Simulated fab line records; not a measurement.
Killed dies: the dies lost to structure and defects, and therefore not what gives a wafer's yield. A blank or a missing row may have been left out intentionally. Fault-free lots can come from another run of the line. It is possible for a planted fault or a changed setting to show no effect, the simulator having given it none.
fab line records	flow nand-harc	part 1 of 2: steps 1 to 25 of 34
record lots=5	wafers=15	last-day=31
route steps=1302 shown P_BONDPAD@353
lots that met no fault: taken from a fault-free run of the same line
start-h: start of the lot's first displayed wafer, in hours after the record's first day	wait-h: time in hours since the lot's previous step	" identical to the entry in the row above	L1.1+2: a row that stands for several wafers	- value missing, or start not given	* or withheld: withheld	< > ~ a bound
route shown NAME@n: a module of which the file shows steps, and the number in the route of the first	usual: mean/standard deviation of fault-free wafers	same: alike in all rows	chamber/n: place in a boat	sites: per-site readings	_std_site: standard deviation across them	_edge_site: inner sites' mean taken away from outer sites' mean	radius-mm: for every site, how far away it sits from the centre of the wafer	mask NAME#n: copy n	behind: tool/chamber where the wafer was last shaped	hold: the reason the lot was held/the length of the hold in hours/how it ended	device: whichever transistor did not switch (one of n, p or np)	end of line: at the end of the route, the tests of the same wafers	a step given without rows: its recipe and nothing more	killed: not the wafer's yield, but the dies lost to structure and defects at the first sort	map: a wafer's dies, marking killed ones x, the rest . and places with no die _
set.NAME: the run value of the setting; set.NAME@STEP: its run value at that earlier step	model.NAME: the simulator's own value behind a step, which no gauge read
lots at some steps of the route; a table a step, a row a wafer
services: when a tool's chamber went out of use (start-h, in hours from the record's first day, below 0 if earlier), for how many hours, and the reason
## steps
# step NHARC_P_BONDPAD_THK_MEAS_33
# recipe thk-meas-gauge=ellipsometry
# usual thk-nm=200.3/1.6
lot.wafer	tool	chamber	start-h	wait-h	thk-nm
L075.3	film-metro-02	-	145.79	0.2	203.1
L075.5	"	-	"	"	200.9
L075.6	"	-	"	"	202.1
L076.3	film-metro-01	-	157.27	0.2	200.0
L076.4	"	-	"	"	201.9
L076.5	"	-	"	"	199.0
L080.1	film-metro-02	-	196.55	0.2	199.5
L080.4	"	-	"	"	198.5
L080.6	"	-	"	"	201.4
L086.2	film-metro-01	-	264.10	0.2	197.9
L086.3	"	-	"	"	199.7
L086.4	"	-	"	"	199.4
L094.4	film-metro-02	-	328.39	0.2	198.9
L094.5	"	-	"	"	199.1
L094.6	"	-	"	"	198.6
# step NHARC_P_BONDPAD_SRD_34
lot.wafer	tool	chamber	start-h	wait-h
L075.6+3+5	wet-bench-10	3,4,6	145.83	0.0
L076.4+5+3	wet-bench-10	7,1,2	157.31	0.0
L080.1+4+6	wet-bench-08	6,0,3	196.59	0.0
L086.2+3+4	wet-bench-08	4,5,6	264.15	0.1
L094.5+6+4	wet-bench-10	7,1,3	328.43	0.0
# step NHARC_P_BONDPAD_DEHYDRATE_01
# recipe temp-c=150	time-s=120
lot.wafer	tool	chamber	start-h	wait-h
L075.3+5+6	litho-track-03	0	145.91	0.1
L076.3+4+5	litho-track-07	0	157.39	0.1
L080.1+4+6	litho-track-05	0	196.67	0.1
L086.2+3+4	litho-track-03	0	264.22	0.1
L094.4+5+6	litho-track-03	0	328.52	0.1
# step NHARC_P_BONDPAD_HMDS_02
# recipe time-s=30
lot.wafer	tool	chamber	start-h	wait-h
L075.3+5+6	litho-track-03	0	-	-
L076.3+4+5	litho-track-07	0	-	-
L080.1+4+6	litho-track-05	0	-	-
L086.2+3+4	litho-track-03	0	-	-
L094.4+5+6	litho-track-03	0	-	-
# step NHARC_P_BONDPAD_COAT_36
# recipe temp-c=200	time-s=65
lot.wafer	tool	chamber	start-h	wait-h
L075.3+5+6	litho-track-03	0	-	-
L076.3+4+5	litho-track-07	0	-	-
L080.1+4+6	litho-track-05	0	-	-
L086.2+3+4	litho-track-03	0	-	-
L094.4+5+6	litho-track-03	0	-	-
# step NHARC_P_BONDPAD_COAT_03
# recipe spin-rpm=2000	resist-thk-nm=600
# usual spin-speed-rpm=1999.9/1.2
lot.wafer	tool	chamber	start-h	wait-h	spin-speed-rpm
L075.3	litho-track-03	0	-	-	2001.6
L075.5	"	0	"	"	2000.3
L075.6	"	0	"	"	2000.7
L076.3	litho-track-07	0	-	-	2001.6
L076.4	"	0	"	"	2002.2
L076.5	"	0	"	"	2000.6
L080.1	litho-track-05	0	-	-	1999.6
L080.4	"	0	"	"	2001.1
L080.6	"	0	"	"	1999.9
L086.2	litho-track-03	0	-	-	1999.8
L086.3	"	0	"	"	1997.1
L086.4	"	0	"	"	1998.8
L094.4	litho-track-03	0	-	-	2000.2
L094.5	"	0	"	"	1998.5
L094.6	"	0	"	"	2000.1
# step NHARC_P_BONDPAD_SOFTBAKE_04
# recipe temp-c=125	time-s=70
lot.wafer	tool	chamber	start-h	wait-h
L075.3+5+6	litho-track-03	0	-	-
L076.3+4+5	litho-track-07	0	-	-
L080.1+4+6	litho-track-05	0	-	-
L086.2+3+4	litho-track-03	0	-	-
L094.4+5+6	litho-track-03	0	-	-
# step NHARC_P_BONDPAD_EBR_05
lot.wafer	tool	chamber	start-h	wait-h
L075.3+5+6	litho-track-03	0	-	-
L076.3+4+5	litho-track-07	0	-	-
L080.1+4+6	litho-track-05	0	-	-
L086.2+3+4	litho-track-03	0	-	-
L094.4+5+6	litho-track-03	0	-	-
# step NHARC_P_BONDPAD_EXPOSE_06
# recipe na=0.55	dose-mj=37.06	mask-id=P_BPAD
# usual stage-vel-mm-s=500.09/0.23
lot.wafer	tool	chamber	start-h	wait-h	mask	stage-vel-mm-s
L075.3	krf-scanner-03	0	146.21	-	P_BPAD#0	499.69
L075.5	"	0	"	"	P_BPAD#0	499.97
L075.6	"	0	"	"	P_BPAD#0	499.75
L076.3	krf-scanner-02	0	157.69	-	P_BPAD#0	499.67
L076.4	"	0	"	"	P_BPAD#0	500.01
L076.5	"	0	"	"	P_BPAD#0	500.17
L080.1	krf-scanner-02	0	196.96	-	P_BPAD#0	500.05
L080.4	"	0	"	"	P_BPAD#0	500.02
L080.6	"	0	"	"	P_BPAD#0	500.18
L086.2	krf-scanner-02	0	264.39	-	P_BPAD#0	499.90
L086.3	"	0	"	"	P_BPAD#0	500.26
L086.4	"	0	"	"	P_BPAD#0	500.07
L094.4	krf-scanner-02	0	328.70	-	P_BPAD#0	500.14
L094.5	"	0	"	"	P_BPAD#0	500.42
L094.6	"	0	"	"	P_BPAD#0	499.97
# step NHARC_P_BONDPAD_PEB_07
# recipe peb-temp-c=128	peb-time-s=80
lot.wafer	tool	chamber	start-h	wait-h
L075.3+5+6	litho-track-05	0	146.27	0.1
L076.3+4+5	litho-track-05	0	157.75	0.1
L080.1+4+6	litho-track-03	0	197.03	0.1
L086.2+3+4	litho-track-05	0	264.46	0.1
L094.4+5+6	litho-track-05	0	328.75	0.0
# step NHARC_P_BONDPAD_DEVELOP_08
# recipe time-s=50	dev-temp-c=22
lot.wafer	tool	chamber	start-h	wait-h
L075.3+5+6	litho-track-05	0	-	-
L076.3+4+5	litho-track-05	0	-	-
L080.1+4+6	litho-track-03	0	-	-
L086.2+3+4	litho-track-05	0	-	-
L094.4+5+6	litho-track-05	0	-	-
# step NHARC_P_BONDPAD_CD_MEAS_09
# recipe target-cd-nm=500	landing-energy-ev=500
# usual cd-nm=500.4/2.1
lot.wafer	tool	chamber	start-h	wait-h	cd-nm
L075.3	cd-sem-03	0	146.35	-	499.1
L075.5	"	0	"	"	498.6
L075.6	"	0	"	"	498.4
L076.3	cd-sem-02	0	157.84	-	499.1
L076.4	"	0	"	"	499.0
L076.5	"	0	"	"	499.4
L080.1	cd-sem-01	0	197.12	-	502.5
L080.4	"	0	"	"	500.0
L080.6	"	0	"	"	499.3
L086.2	cd-sem-02	0	264.54	-	499.3
L086.3	"	0	"	"	501.7
L086.4	"	0	"	"	501.3
L094.4	cd-sem-03	0	328.84	-	503.2
L094.5	"	0	"	"	502.3
L094.6	"	0	"	"	503.7
# step NHARC_P_BONDPAD_OVL_MEAS_38
# usual overlay-x-nm=0/5.4	overlay-y-nm=0/4.9
lot.wafer	tool	chamber	start-h	wait-h	overlay-x-nm	overlay-y-nm
L075.3	overlay-01	-	146.44	-	-1	2
L075.5	"	-	"	"	0	2
L075.6	"	-	"	"	0	2
L076.3	overlay-02	-	157.92	-	-6	2
L076.4	"	-	"	"	-5	2
L076.5	"	-	"	"	-7	2
L080.1	overlay-02	-	197.21	-	-1	-1
L080.4	"	-	"	"	-1	-1
L080.6	"	-	"	"	-2	-1
L086.2	overlay-02	-	264.63	-	-11	2
L086.3	"	-	"	"	-12	2
L086.4	"	-	"	"	-12	2
L094.4	overlay-02	-	328.92	-	2	0
L094.5	"	-	"	"	3	0
L094.6	"	-	"	"	2	1
# step NHARC_P_BONDPAD_HARDBAKE_10
# recipe temp-c=118	time-s=65
lot.wafer	tool	chamber	start-h	wait-h
L075.3+5+6	litho-track-07	0	146.49	0.1
L076.3+4+5	litho-track-03	0	157.97	0.1
L080.1+4+6	litho-track-05	0	197.25	0.0
L086.2+3+4	litho-track-03	0	264.68	0.0
L094.4+5+6	litho-track-07	0	328.98	0.1
# step NHARC_P_BONDPAD_DESCUM_11
# recipe time-s=3	o2-flow-sccm=200	ar-flow-sccm=0	bias-power-w=0	chemistry=O2
# usual drypump-motor-current-A=5.5/0.37	oes-product-au=0.998/0.009	rf-vpp-V=57.9/0.82	showerhead-plenum-p-Torr=1.95/0.085	throttle-valve-pct=11.311/0.0086
lot.wafer	tool	chamber	start-h	wait-h	drypump-motor-current-A	oes-product-au	rf-hours-counter-h	rf-vpp-V	showerhead-plenum-p-Torr	throttle-valve-pct
L075.3	rie-diel-10	3	146.56	-	5.7	1.018	3.4	57.3	1.85	11.319
L075.5	"	3	"	"	5.7	1.015	-	57.3	1.85	11.318
L075.6	"	0	"	"	5.9	1.003	-	58.2	2.00	11.316
L076.4	rie-diel-12	0	158.05	-	5.7	0.988	3.6	57.1	2.01	11.320
L076.3	"	2	"	"	5.7	0.995	3.1	57.3	2.03	11.311
L076.5	"	0	"	"	5.6	0.998	-	58.2	2.01	11.302
L080.1	rie-diel-13	2	197.33	-	5.7	0.993	0.5	56.2	1.80	11.313
L080.4	"	0	"	"	5.1	0.994	0.3	58.4	1.93	11.311
L080.6	"	2	"	"	5.7	0.991	-	57.4	1.80	11.320
L086.3	rie-diel-13	2	264.76	-	5.7	1.005	2.2	56.8	1.80	11.330
L086.4	"	3	"	"	5.8	0.995	2.3	59.0	2.05	11.304
L086.2	"	0	"	"	5.1	1.006	2.1	56.7	1.93	11.312
L094.4	rie-diel-10	0	329.06	-	5.9	1.004	2.9	58.4	1.99	11.319
L094.6	"	2	"	"	5.5	0.996	-	58.5	1.89	11.297
L094.5	"	3	"	"	5.7	0.999	-	56.4	1.85	11.316
# step NHARC_P_BONDPAD_ETCH_37
# recipe target-depth-a=600	overetch-a=180	time-s=65.91	ion-energy-ev=200	n2-flow-sccm=150	h2-flow-sccm=150	ar-flow-sccm=0	rf-w=400	bias-w=150	chemistry=N2/H2
# usual drypump-motor-current-A=5.5/0.38	h2-flow-sccm=150.1/0.42	oes-product-au=0.996/0.0084	rf-vpp-V=431.6/2.5	showerhead-plenum-p-Torr=2.08/0.09	throttle-valve-pct=14.172/0.0081
lot.wafer	tool	chamber	start-h	wait-h	drypump-motor-current-A	h2-flow-sccm	oes-product-au	rf-hours-counter-h	rf-vpp-V	showerhead-plenum-p-Torr	throttle-valve-pct
L075.3	rie-diel-10	0	146.65	0.1	5.9	150.2	0.990	3.9	432.0	2.13	14.172
L075.6	"	3	"	"	5.7	150.0	1.010	-	428.8	1.97	14.180
L075.5	"	0	"	"	5.9	150.4	0.996	-	433.0	2.13	14.169
L076.4	rie-diel-12	0	158.13	0.1	5.7	149.2	0.992	3.6	434.2	2.15	14.157
L076.3	"	3	"	"	5.1	150.0	1.012	3.3	431.1	2.03	14.164
L076.5	"	1	"	"	4.7	149.5	1.011	-	432.7	2.08	14.168
L080.4	rie-diel-13	3	197.42	0.1	5.8	149.1	0.985	0.4	434.5	2.19	14.173
L080.1	"	0	"	"	5.1	149.8	1.001	0.4	432.8	2.06	14.170
L080.6	"	2	"	"	5.7	150.3	0.989	-	427.3	1.91	14.176
L086.4	rie-diel-13	3	264.84	0.1	5.8	150.0	1.006	2.3	435.9	2.19	14.174
L086.2	"	0	"	"	5.1	150.5	1.011	2.1	431.5	2.06	14.167
L086.3	"	1	"	"	5.4	150.4	1.004	2.0	434.8	2.20	14.159
L094.4	rie-diel-10	3	329.14	0.1	5.7	150.3	0.997	2.9	427.4	1.97	14.162
L094.5	"	1	"	"	5.8	149.2	0.990	-	428.3	1.94	14.168
L094.6	"	2	"	"	5.5	149.9	0.988	-	431.2	2.02	14.174
# step NHARC_P_BONDPAD_ETCH_12
# recipe target-depth-a=2000	time-s=100	chf3-flow-sccm=50	o2-flow-sccm=10	ar-flow-sccm=200	rf-w=500	bias-w=200	chemistry=CHF3/O2
# usual drypump-motor-current-A=5.5/0.38	oes-product-au=0.941/0.023	rf-vpp-V=371.6/2.4	showerhead-plenum-p-Torr=2.44/0.1	throttle-valve-pct=20.573/0.0091
lot.wafer	tool	chamber	start-h	wait-h	drypump-motor-current-A	oes-product-au	rf-hours-counter-h	rf-vpp-V	showerhead-plenum-p-Torr	throttle-valve-pct
L075.3	rie-diel-10	0	-	-	5.9	0.922	4.0	373.6	2.50	20.562
L075.5	"	1	"	"	5.8	0.917	-	368.5	2.30	20.585
L075.6	"	2	"	"	5.4	0.928	-	371.0	2.38	20.576
L076.3	rie-diel-12	1	-	-	4.7	0.921	4.1	370.3	2.45	20.570
L076.4	"	2	"	"	5.7	0.969	3.1	373.7	2.55	20.561
L076.5	"	1	"	"	4.7	0.926	-	370.2	2.45	20.576
L080.4	rie-diel-13	2	-	-	5.7	0.961	0.6	367.2	2.26	20.569
L080.1	"	3	"	"	5.8	0.954	0.5	373.6	2.57	20.577
L080.6	"	3	"	"	5.8	0.961	-	374.3	2.57	20.579
L086.4	rie-diel-13	2	-	-	5.7	0.962	2.2	368.3	2.26	20.588
L086.2	"	3	"	"	5.8	0.971	2.4	373.7	2.57	20.563
L086.3	"	0	"	"	5.1	0.973	2.1	371.5	2.42	20.579
L094.4	rie-diel-10	3	-	-	5.7	0.938	3.0	368.4	2.33	20.571
L094.6	"	0	"	"	5.9	0.915	-	372.5	2.50	20.554
L094.5	"	1	"	"	5.7	0.909	-	366.5	2.30	20.567
# step NHARC_P_BONDPAD_CD_MEAS_13
# usual cd-nm=499.8/2.2
lot.wafer	tool	chamber	start-h	wait-h	cd-nm
L075.3	cd-sem-03	-	146.88	-	498.7
L075.5	"	-	"	"	497.8
L075.6	"	-	"	"	498.1
L076.3	cd-sem-01	-	158.36	-	498.2
L076.4	"	-	"	"	498.5
L076.5	"	-	"	"	499.8
L080.1	cd-sem-01	-	197.64	-	501.4
L080.4	"	-	"	"	500.3
L080.6	"	-	"	"	498.1
L086.2	cd-sem-03	-	265.07	-	498.6
L086.3	"	-	"	"	501.8
L086.4	"	-	"	"	501.3
L094.4	cd-sem-02	-	329.37	-	503.1
L094.5	"	-	"	"	502.6
L094.6	"	-	"	"	503.6
# step NHARC_P_BONDPAD_STRIP_15
# recipe o2-flow-sccm=500	ar-flow-sccm=0	bias-w=0	chemistry=O2
# usual drypump-motor-current-A=5.5/0.34	oes-product-au=0.998/0.0091	rf-vpp-V=57.9/0.88	showerhead-plenum-p-Torr=3.57/0.15	throttle-valve-pct=17.038/0.0078
lot.wafer	tool	chamber	start-h	wait-h	drypump-motor-current-A	oes-product-au	rf-hours-counter-h	rf-vpp-V	showerhead-plenum-p-Torr	throttle-valve-pct
L075.3	rie-diel-13	0	147.00	0.1	5.1	0.998	4.8	58.8	3.55	17.041
L075.6	"	1	"	"	5.4	1.003	-	59.1	3.79	17.024
L075.5	"	2	"	"	5.7	1.003	-	58.0	3.33	17.041
L076.4	rie-diel-12	0	158.43	0.1	5.7	0.990	3.7	58.2	3.69	17.041
L076.3	"	1	"	"	4.7	1.000	4.1	57.8	3.60	17.051
L076.5	"	1	"	"	4.7	1.005	-	57.2	3.60	17.031
L080.4	rie-diel-10	2	197.75	0.1	5.5	1.020	7.7	58.6	3.49	17.036
L080.1	"	3	"	"	5.7	1.013	6.5	57.6	3.42	17.037
L080.6	"	0	"	"	5.9	1.004	-	57.8	3.67	17.038
L086.3	rie-diel-12	3	265.14	0.1	5.2	1.005	10.0	57.2	3.50	17.040
L086.2	"	0	"	"	5.7	0.973	9.8	58.8	3.69	17.039
L086.4	"	2	"	"	5.7	0.993	8.9	59.0	3.73	17.034
L094.5	rie-diel-13	0	329.50	0.1	5.1	0.990	-	58.5	3.55	17.026
L094.4	"	1	"	"	5.4	0.988	-	60.1	3.79	17.046
L094.6	"	2	"	"	5.7	1.001	-	57.7	3.33	17.037
# step NHARC_P_BONDPAD_ETCH_24
# recipe target-depth-a=300	over-etch-frac=0.3	time-s=72.99	ion-energy-ev=150	cf4-flow-sccm=50	n2-flow-sccm=100	ar-flow-sccm=150	rf-w=300	bias-w=100	chemistry=CF4/N2
# usual cf4-flow-sccm=49.99/0.13	drypump-motor-current-A=5.5/0.33	oes-product-au=0.997/0.0096	rf-vpp-V=314.7/2.1	showerhead-plenum-p-Torr=2.66/0.11	throttle-valve-pct=19.793/0.0094
lot.wafer	tool	chamber	start-h	wait-h	cf4-flow-sccm	drypump-motor-current-A	oes-product-au	rf-hours-counter-h	rf-vpp-V	showerhead-plenum-p-Torr	throttle-valve-pct
L075.3	rie-diel-13	1	-	-	49.99	5.4	1.008	5.1	317.7	2.82	19.779
L075.6	"	2	"	"	49.82	5.7	0.989	-	312.6	2.48	19.797
L075.5	"	3	"	"	49.81	5.8	0.998	-	316.1	2.81	19.797
L076.3	rie-diel-12	3	-	-	49.88	5.1	1.009	3.3	314.0	2.61	19.784
L076.4	"	1	"	"	49.90	4.7	1.003	4.2	315.4	2.68	19.770
L076.5	"	0	"	"	49.86	5.7	0.987	-	317.6	2.75	19.785
L080.4	rie-diel-10	3	-	-	50.28	5.7	1.021	6.5	311.9	2.55	19.810
L080.1	"	1	"	"	49.92	5.8	0.983	8.5	312.7	2.51	19.782
L080.6	"	3	"	"	50.19	5.7	1.017	-	314.3	2.55	19.799
L086.3	rie-diel-12	0	-	-	49.90	5.7	0.980	9.9	316.2	2.75	19.808
L086.4	"	2	"	"	49.87	5.8	1.001	8.9	314.8	2.78	19.806
L086.2	"	3	"	"	50.12	5.2	0.999	10.0	315.2	2.61	19.780
L094.4	rie-diel-13	2	329.64	0.1	50.10	5.7	1.011	-	311.3	2.48	19.781
L094.5	"	0	"	"	49.98	5.1	0.998	-	315.2	2.64	19.796
L094.6	"	1	"	"	50.06	5.4	1.003	-	318.4	2.82	19.802
# step NHARC_P_BONDPAD_STRIP_16
# recipe time-s=600	temp-c=30	chemistry=post-etch-residue-remover
lot.wafer	tool	chamber	start-h	wait-h
L075.6+5+3	wet-bench-10	5,6,7	147.24	-
L076.3+4+5	wet-bench-08	7,0,3	158.71	-
L080.4+6+1	wet-bench-10	2,4,7	198.01	-
L086.3+4+2	wet-bench-08	3,4,6	265.42	-
L094.6+5+4	wet-bench-08	2,4,6	329.77	-
# step NHARC_P_BONDPAD_DEGAS_25
# recipe temp-c=300	time-s=60
# usual heater-power-w=514/51
lot.wafer	tool	chamber	start-h	wait-h	heater-power-w
L075.3	pvd-sputter-02	-	147.50	-	523
L075.6	"	-	"	"	515
L075.5	"	-	"	"	523
L076.3	pvd-sputter-01	-	158.98	-	520
L076.4	"	-	"	"	636
L076.5	"	-	"	"	520
L080.1	pvd-sputter-03	-	198.28	-	465
L080.4	"	-	"	"	477
L080.6	"	-	"	"	416
L086.2	pvd-sputter-03	-	265.69	-	475
L086.4	"	-	"	"	420
L086.3	"	-	"	"	469
L094.4	pvd-sputter-02	-	330.03	-	481
L094.5	"	-	"	"	476
L094.6	"	-	"	"	514
# step NHARC_P_BONDPAD_PRE_CLEAN_26
# recipe time-s=30	temp-c=280	gas=H2/He
# usual heater-power-w=453/44
lot.wafer	tool	chamber	start-h	wait-h	heater-power-w
L075.3	pvd-sputter-02	-	-	-	423
L075.6	"	-	"	"	451
L075.5	"	-	"	"	465
L076.4	pvd-sputter-01	-	-	-	438
L076.3	"	-	"	"	449
L076.5	"	-	"	"	433
L080.1	pvd-sputter-03	-	-	-	422
L080.4	"	-	"	"	412
L080.6	"	-	"	"	419
L086.4	pvd-sputter-03	-	-	-	431
L086.3	"	-	"	"	425
L086.2	"	-	"	"	421
L094.4	pvd-sputter-02	-	-	-	458
L094.5	"	-	"	"	435
L094.6	"	-	"	"	455
# step NHARC_P_BONDPAD_PVD_17
# recipe target-thk-a=50	bias-v=168.6	power-w=15000	chamber-pressure-pa=0.12	time-s=8.06	substrate-temp-c=50	material=TaN
# usual cathode-dc-power-W=15000/2.9	substrate-temp-c=50.01/0.1	throttle-valve-pct=29.9/0.93
lot.wafer	tool	chamber	start-h	wait-h	cathode-dc-power-W	substrate-temp-c	throttle-valve-pct
L075.3	pvd-sputter-02	-	-	-	15003	50.08	31.3
L075.5	"	-	"	"	15000	50.00	29.7
L075.6	"	-	"	"	15004	50.00	31.6
L076.3	pvd-sputter-01	-	-	-	15003	50.03	31.5
L076.4	"	-	"	"	15004	50.09	28.8
L076.5	"	-	"	"	15001	50.07	31.5
L080.4	pvd-sputter-03	-	-	-	15002	49.83	28.4
L080.1	"	-	"	"	14999	50.04	30.9
L080.6	"	-	"	"	15001	50.00	28.7
L086.4	pvd-sputter-03	-	-	-	15004	50.13	30.6
L086.2	"	-	"	"	15000	50.01	30.9
L086.3	"	-	"	"	15001	50.01	28.5
L094.4	pvd-sputter-02	-	-	-	15000	50.06	29.7
L094.5	"	-	"	"	14997	49.94	29.6
L094.6	"	-	"	"	14996	49.95	31.2
# step NHARC_P_BONDPAD_PVD_27
# recipe target-thk-a=300	chamber-pressure-pa=5	power-w=5000	substrate-temp-c=30	time-s=20.49	material=Cu
# usual cathode-dc-power-W=5000.0/0.94	substrate-temp-c=29.98/0.12	throttle-valve-pct=29.9/0.93
lot.wafer	tool	chamber	start-h	wait-h	cathode-dc-power-W	substrate-temp-c	throttle-valve-pct
L075.3	pvd-sputter-02	-	-	-	5000.0	29.95	31.4
L075.6	"	-	"	"	5000.5	29.94	29.8
L075.5	"	-	"	"	4999.1	30.08	31.3
L076.4	pvd-sputter-01	-	-	-	5000.5	29.96	31.4
L076.3	"	-	"	"	4999.7	30.11	29.5
L076.5	"	-	"	"	5000.2	30.03	29.9
L080.4	pvd-sputter-03	-	-	-	4999.8	29.94	28.6
L080.1	"	-	"	"	5001.3	30.09	30.8
L080.6	"	-	"	"	4998.9	29.96	28.6
L086.4	pvd-sputter-03	-	-	-	4998.8	30.17	31.3
L086.3	"	-	"	"	4999.9	29.98	28.7
L086.2	"	-	"	"	4999.5	30.11	28.4
L094.4	pvd-sputter-02	-	-	-	4999.6	30.15	28.9
L094.6	"	-	"	"	5002.0	29.98	31.5
L094.5	"	-	"	"	5001.6	30.24	29.1
